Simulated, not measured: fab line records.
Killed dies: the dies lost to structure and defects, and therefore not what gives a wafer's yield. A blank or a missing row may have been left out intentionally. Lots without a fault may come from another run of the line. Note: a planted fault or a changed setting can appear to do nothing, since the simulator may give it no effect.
Split-lot trial | flow n5-finfet | on a route of 1938 steps: 7 lots, 21 wafers read

## THE SPLIT
At N5_FIN_CUT_EXPOSE_05 (exposes mask FIN CUT), the setting dose-mj was moved away from the recipe's 45.75 on 9 of the 21 wafers read, by -5.3% to +7.2%. The other wafers ran this setting at the recipe's value.

## FROM THE SPLIT TO THE READING: what the file shows between them, 2 steps
- N5_FIN_CUT_PEB_06: peb time 60 s
- N5_FIN_CUT_DEVELOP_07: develop time 30 s

## THE READING
Shown in nm: cd-nm at N5_FIN_CUT_CD_MEAS_08, with target cd 29.1 nm. On this fab line, fault-free wafers typically give 29.12 nm with a standard deviation of 0.25 nm.

wafer  | tool, chamber at the split | dose-mj as run | against the recipe | cd-nm, nm | against lot-mates on the recipe
L074.1 | euv-scanner-01, 0          | 45.75          | recipe             | 29.02     | -
L074.4 | euv-scanner-01, 0          | 45.75          | recipe             | 29.27     | -
L074.6 | euv-scanner-01, 0          | 45.75          | recipe             | 29.05     | -
L079.1 | euv-scanner-01, 0          | 43.64          | -4.6%              | 28.47     | -0.58
L079.2 | euv-scanner-01, 0          | 43.64          | -4.6%              | 28.06     | -0.99
L079.3 | euv-scanner-01, 0          | 45.75          | recipe             | 29.05     | -
L080.1 | euv-scanner-02, 0          | 47.47          | +3.8%              | 29.90     | +0.67
L080.2 | euv-scanner-02, 0          | 45.75          | recipe             | 29.23     | -
L080.3 | euv-scanner-02, 0          | 47.47          | +3.8%              | 30.07     | +0.84
L082.2 | euv-scanner-02, 0          | 45.75          | recipe             | 29.03     | -
L082.3 | euv-scanner-02, 0          | 45.75          | recipe             | 28.57     | -
L082.5 | euv-scanner-02, 0          | 43.5           | -4.9%              | 28.49     | -0.31
L085.1 | euv-scanner-02, 0          | 43.33          | -5.3%              | 28.11     | -1.10
L085.3 | euv-scanner-02, 0          | 43.33          | -5.3%              | 28.38     | -0.83
L085.4 | euv-scanner-02, 0          | 45.75          | recipe             | 29.21     | -
L086.1 | euv-scanner-01, 0          | 45.75          | recipe             | 29.62     | -
L086.5 | euv-scanner-01, 0          | 47.71          | +4.3%              | 30.17     | +0.59
L086.6 | euv-scanner-01, 0          | 45.75          | recipe             | 29.53     | -
L089.4 | euv-scanner-02, 0          | 45.75          | recipe             | 28.77     | -
L089.5 | euv-scanner-02, 0          | 49.04          | +7.2%              | 30.13     | +1.34
L089.6 | euv-scanner-02, 0          | 45.75          | recipe             | 28.80     | -

THE FIT
A straight line over all 21 wafers: cd-nm changes by +0.175 nm for each +1% of dose-mj; r = +0.91; the points scatter about the line by 0.28 nm.
The same after taking each lot's own level away (the mean of its wafers on the recipe; 21 wafers): +0.168 nm for each +1%; r = +0.95; scatter 0.18 nm.
That fit puts the effect of the largest move of dose-mj on the reading at 1.2 nm.
Across the lots, their own levels run from 28.785 to 29.575 nm, a range of 3.2 times the standard deviation given above.
So the lot-to-lot level changes the slope little: the two slopes agree.
Check: +1.19 nm against its lot-mates is what the line predicts for one of the wafers moved furthest among these (+7.2%) when that wafer is left out of the fit. It came out at +1.34 nm against them.

## OTHER SPLITS ON THESE WAFERS
Other splits were also applied to these wafers ahead of the reading. Each is held against what the fit with the lots' levels taken away leaves over:
other split on the same wafers | wafers away from the commonest value | r with cd-nm (lot level and that fit taken away)
N5_WELL_APT_COAT_02 spin-rpm   | 7                                    | +0.52
N5_FIN_SAQP_HM_DEP_03 time-s   | 11                                   | -0.17
N5_FIN_SAQP_EXPOSE_13 dose-mj  | 10                                   | -0.07

## THE WHOLE CHAIN: every reading that the file lists as answering this split, in the file's order
step                  | what it does                                                | reading                                                               | change (the file's fit)               | r (the file's)
N5_FIN_CUT_CD_MEAS_08 | target cd 29.1 nm                                           | cd-nm                                                                 | +0.161 nm for each +1% of the setting | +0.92
N5_FIN_CUT_ETCH_30    | etches underlayer in N2/H2, target depth 13 nm, time 10.4 s | FIN_CUT.cd-offset-nm (the simulator's own value, which no gauge read) | +0.17 nm for each +1% of the setting  | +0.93

## THE FILE'S OWN FIT
cd-nm changes by +0.161 nm for each +1% of dose-mj, r = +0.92.
